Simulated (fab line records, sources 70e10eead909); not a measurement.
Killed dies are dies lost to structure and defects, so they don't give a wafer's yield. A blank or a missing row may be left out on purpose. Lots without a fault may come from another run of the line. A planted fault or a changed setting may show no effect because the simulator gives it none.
Chamber matching | flow nand_harc | NHARC_P_M0_DESCUM_14 on rie_diel-03: 4 sister chambers
The step chemistry O2, time 3 s. 4 wafers are shown with their chamber, then 7 later ones without.

WAFERS WITH THEIR CHAMBER
wafer  | chamber | showerhead_plenum_p_Torr (Torr)
L077.3 | 3       | 1.83
L077.5 | 1       | 1.85
L085.1 | 2       | 1.98
L085.2 | 0       | 1.86

WAFERS WITHOUT THEIR CHAMBER
wafer  | showerhead_plenum_p_Torr (Torr)
L085.3 | 1.84
L085.4 | 1.82
L085.5 | 1.84
L085.6 | 1.98
L095.1 | 1.81
L095.4 | 1.83
L095.6 | 1.81

WHICH CHAMBER EACH WENT THROUGH
wafer  | from the rows above          | in truth
L085.3 | can't be placed: 1 or 3 or 0 | 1
L085.4 | can't be placed: 3 or 1      | 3
L085.5 | can't be placed: 1 or 3 or 0 | 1
L085.6 | 2                            | 2
L095.1 | can't be placed: 3 or 1      | 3
L095.4 | can't be placed: 3 or 1      | 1
L095.6 | can't be placed: 3 or 1      | 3
Placed correctly: 1 of 7. Can't be placed from these rows: 6 (the true chamber is among the candidates in 6). Placed wrongly: 0.
How it was worked out, from the rows above alone: a wafer's distance from a chamber is the root of the sum, over the readings, of the square of ((its reading less the chamber's mean) divided by the reading's scatter). The wafer belongs to the nearest chamber; if the next one is less than 2 further off, it can't be placed. A chamber's mean is the mean of its shown wafers. The scatter: with one shown wafer a chamber, the root of the mean of the squares of how far each hidden wafer lies from its nearest shown one.
